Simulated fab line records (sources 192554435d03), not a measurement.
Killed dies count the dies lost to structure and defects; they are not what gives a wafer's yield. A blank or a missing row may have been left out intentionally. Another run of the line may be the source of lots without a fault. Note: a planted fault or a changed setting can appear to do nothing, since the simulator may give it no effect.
Split-lot experiment / flow n5 finfet / on a route of 1938 steps: 7 lots, 21 wafers read

## ABOUT THE SPLIT
At N5_DUMMY_GATE_ETCH_31 (etches SiO2 in C4F6/O2, target depth 82.5 nm, time 27.5 s), the setting target depth a was moved away from the recipe's 825 angstrom on 7 of the 21 wafers read, by -7.4% to +11.0%. All remaining wafers had this setting at the recipe value.

The reading comes from the split's own step.

## THE READING
SOC_of_DUMMY_GATE_COAT_34.thk nm (the simulator's own value, which no gauge read), in nm, at N5_DUMMY_GATE_ETCH_31 (etches SiO2 in C4F6/O2, target depth 82.5 nm, time 27.5 s). The file does not state a usual value for it. Average 51.6 nm, standard deviation 0.16 nm, over the 14 wafers here run with the recipe.

wafer=L074.1; tool, chamber at the split=rie diel-05, 3; target depth a as run, angstrom=825; against the recipe=recipe; SOC_of_DUMMY_GATE_COAT_34.thk nm, nm=51.8; against lot-mates on the recipe=-
wafer=L074.3; tool, chamber at the split=rie diel-05, 2; target depth a as run, angstrom=897.2; against the recipe=+8.8%; SOC_of_DUMMY_GATE_COAT_34.thk nm, nm=51; against lot-mates on the recipe=-0.8
wafer=L074.6; tool, chamber at the split=rie diel-05, 0; target depth a as run, angstrom=897.2; against the recipe=+8.8%; SOC_of_DUMMY_GATE_COAT_34.thk nm, nm=51.4; against lot-mates on the recipe=-0.4
wafer=L080.2; tool, chamber at the split=rie diel-01, 3; target depth a as run, angstrom=825; against the recipe=recipe; SOC_of_DUMMY_GATE_COAT_34.thk nm, nm=51.6; against lot-mates on the recipe=-
wafer=L080.3; tool, chamber at the split=rie diel-01, 1; target depth a as run, angstrom=825; against the recipe=recipe; SOC_of_DUMMY_GATE_COAT_34.thk nm, nm=51.6; against lot-mates on the recipe=-
wafer=L080.5; tool, chamber at the split=rie diel-01, 1; target depth a as run, angstrom=825; against the recipe=recipe; SOC_of_DUMMY_GATE_COAT_34.thk nm, nm=51.8; against lot-mates on the recipe=-
wafer=L089.2; tool, chamber at the split=rie diel-05, 2; target depth a as run, angstrom=825; against the recipe=recipe; SOC_of_DUMMY_GATE_COAT_34.thk nm, nm=51.6; against lot-mates on the recipe=-
wafer=L089.4; tool, chamber at the split=rie diel-05, 2; target depth a as run, angstrom=825; against the recipe=recipe; SOC_of_DUMMY_GATE_COAT_34.thk nm, nm=51.6; against lot-mates on the recipe=-
wafer=L089.6; tool, chamber at the split=rie diel-05, 3; target depth a as run, angstrom=766.7; against the recipe=-7.1%; SOC_of_DUMMY_GATE_COAT_34.thk nm, nm=52.4; against lot-mates on the recipe=+0.8
wafer=L091.3; tool, chamber at the split=rie diel-05, 1; target depth a as run, angstrom=825; against the recipe=recipe; SOC_of_DUMMY_GATE_COAT_34.thk nm, nm=51.6; against lot-mates on the recipe=-
wafer=L091.4; tool, chamber at the split=rie diel-05, 3; target depth a as run, angstrom=825; against the recipe=recipe; SOC_of_DUMMY_GATE_COAT_34.thk nm, nm=51.8; against lot-mates on the recipe=-
wafer=L091.5; tool, chamber at the split=rie diel-05, 2; target depth a as run, angstrom=905.8; against the recipe=+9.8%; SOC_of_DUMMY_GATE_COAT_34.thk nm, nm=50.8; against lot-mates on the recipe=-0.9
wafer=L092.3; tool, chamber at the split=rie diel-01, 2; target depth a as run, angstrom=825; against the recipe=recipe; SOC_of_DUMMY_GATE_COAT_34.thk nm, nm=51.6; against lot-mates on the recipe=-
wafer=L092.4; tool, chamber at the split=rie diel-01, 2; target depth a as run, angstrom=825; against the recipe=recipe; SOC_of_DUMMY_GATE_COAT_34.thk nm, nm=51.6; against lot-mates on the recipe=-
wafer=L092.6; tool, chamber at the split=rie diel-01, 1; target depth a as run, angstrom=916.1; against the recipe=+11.0%; SOC_of_DUMMY_GATE_COAT_34.thk nm, nm=50.8; against lot-mates on the recipe=-0.8
wafer=L093.1; tool, chamber at the split=rie diel-04, 3; target depth a as run, angstrom=764.3; against the recipe=-7.4%; SOC_of_DUMMY_GATE_COAT_34.thk nm, nm=52.6; against lot-mates on the recipe=+0.8
wafer=L093.4; tool, chamber at the split=rie diel-04, 0; target depth a as run, angstrom=764.3; against the recipe=-7.4%; SOC_of_DUMMY_GATE_COAT_34.thk nm, nm=52.8; against lot-mates on the recipe=+1.0
wafer=L093.5; tool, chamber at the split=rie diel-04, 1; target depth a as run, angstrom=825; against the recipe=recipe; SOC_of_DUMMY_GATE_COAT_34.thk nm, nm=51.8; against lot-mates on the recipe=-
wafer=L097.1; tool, chamber at the split=rie diel-04, 1; target depth a as run, angstrom=825; against the recipe=recipe; SOC_of_DUMMY_GATE_COAT_34.thk nm, nm=51.4; against lot-mates on the recipe=-
wafer=L097.4; tool, chamber at the split=rie diel-04, 0; target depth a as run, angstrom=825; against the recipe=recipe; SOC_of_DUMMY_GATE_COAT_34.thk nm, nm=51.6; against lot-mates on the recipe=-
wafer=L097.5; tool, chamber at the split=rie diel-04, 1; target depth a as run, angstrom=825; against the recipe=recipe; SOC_of_DUMMY_GATE_COAT_34.thk nm, nm=51.2; against lot-mates on the recipe=-

THE FIT
A straight line over all 21 wafers: SOC_of_DUMMY_GATE_COAT_34.thk nm changes by -0.0894 nm for each +1% of target depth a; r = -0.90; the points scatter about the line by 0.23 nm.
The same after taking each lot's own level away (the mean of its wafers on the recipe; 21 wafers): -0.0907 nm for each +1%; r = -0.96; scatter 0.15 nm.
According to that fit, moving target depth a by its largest amount changes the reading by 1 nm.
The span of the lots' own levels, 51.40 to 51.80 nm, comes to 2.5 times the standard deviation stated above.
The two slopes are in agreement: the lot-to-lot level therefore moves the slope only a little.
Check: -0.993 nm against its lot-mates is what the line predicts for one of the wafers moved furthest among these (+11.0%) when that wafer is left out of the fit. It came out at -0.8 nm against them.

## OTHER SPLITS APPLIED TO THESE WAFERS
These wafers also went through other splits before the reading. Each is held against what the fit with the lots' levels taken away leaves over:
other split on the same wafers=N5_ZERO_LAYER_COAT_05 spin rpm; wafers away from the commonest value=5; r with SOC_of_DUMMY_GATE_COAT_34.thk nm (lot level and that fit taken away)=+0.28
other split on the same wafers=N5_ZERO_LAYER_EXPOSE_08 dose mj; wafers away from the commonest value=7; r with SOC_of_DUMMY_GATE_COAT_34.thk nm (lot level and that fit taken away)=+0.09
other split on the same wafers=N5_PMOS_HMC_CHANNEL_EPI_PEB_07 peb temp c; wafers away from the commonest value=5; r with SOC_of_DUMMY_GATE_COAT_34.thk nm (lot level and that fit taken away)=-0.06
other split on the same wafers=N5_PMOS_HMC_CHANNEL_EPI_DEVELOP_08 develop time s; wafers away from the commonest value=10; r with SOC_of_DUMMY_GATE_COAT_34.thk nm (lot level and that fit taken away)=-0.55
other split on the same wafers=N5_FIN_SAQP_SPACER1_ALD_24 temp c; wafers away from the commonest value=6; r with SOC_of_DUMMY_GATE_COAT_34.thk nm (lot level and that fit taken away)=+0.06
other split on the same wafers=N5_FIN_SAQP_ETCH_65 time s; wafers away from the commonest value=7; r with SOC_of_DUMMY_GATE_COAT_34.thk nm (lot level and that fit taken away)=+0.06
other split on the same wafers=N5_FIN_CUT_COAT_29 spin rpm; wafers away from the commonest value=7; r with SOC_of_DUMMY_GATE_COAT_34.thk nm (lot level and that fit taken away)=+0.19
other split on the same wafers=N5_FIN_CUT_COAT_02 spin rpm; wafers away from the commonest value=10; r with SOC_of_DUMMY_GATE_COAT_34.thk nm (lot level and that fit taken away)=+0.07

## THE WHOLE CHAIN: every reading that the file lists as answering this split, in the file's order
step=N5_DUMMY_GATE_ETCH_31; what it does=etches SiO2 in C4F6/O2, target depth 82.5 nm, time 27.5 s; reading=etch.depth nm (the simulator's own value, which no gauge read); change (the file's fit)=+0.829 nm for each +1% of the setting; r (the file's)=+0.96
step=N5_DUMMY_GATE_ETCH_31; what it does=etches SiO2 in C4F6/O2, target depth 82.5 nm, time 27.5 s; reading=SOC_of_DUMMY_GATE_COAT_34.thk nm (the simulator's own value, which no gauge read); change (the file's fit)=-0.0883 nm for each +1% of the setting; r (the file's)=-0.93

## FILE'S OWN FIT
SOC_of_DUMMY_GATE_COAT_34.thk nm changes by -0.0883 nm for each +1% of target depth a, r = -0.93.
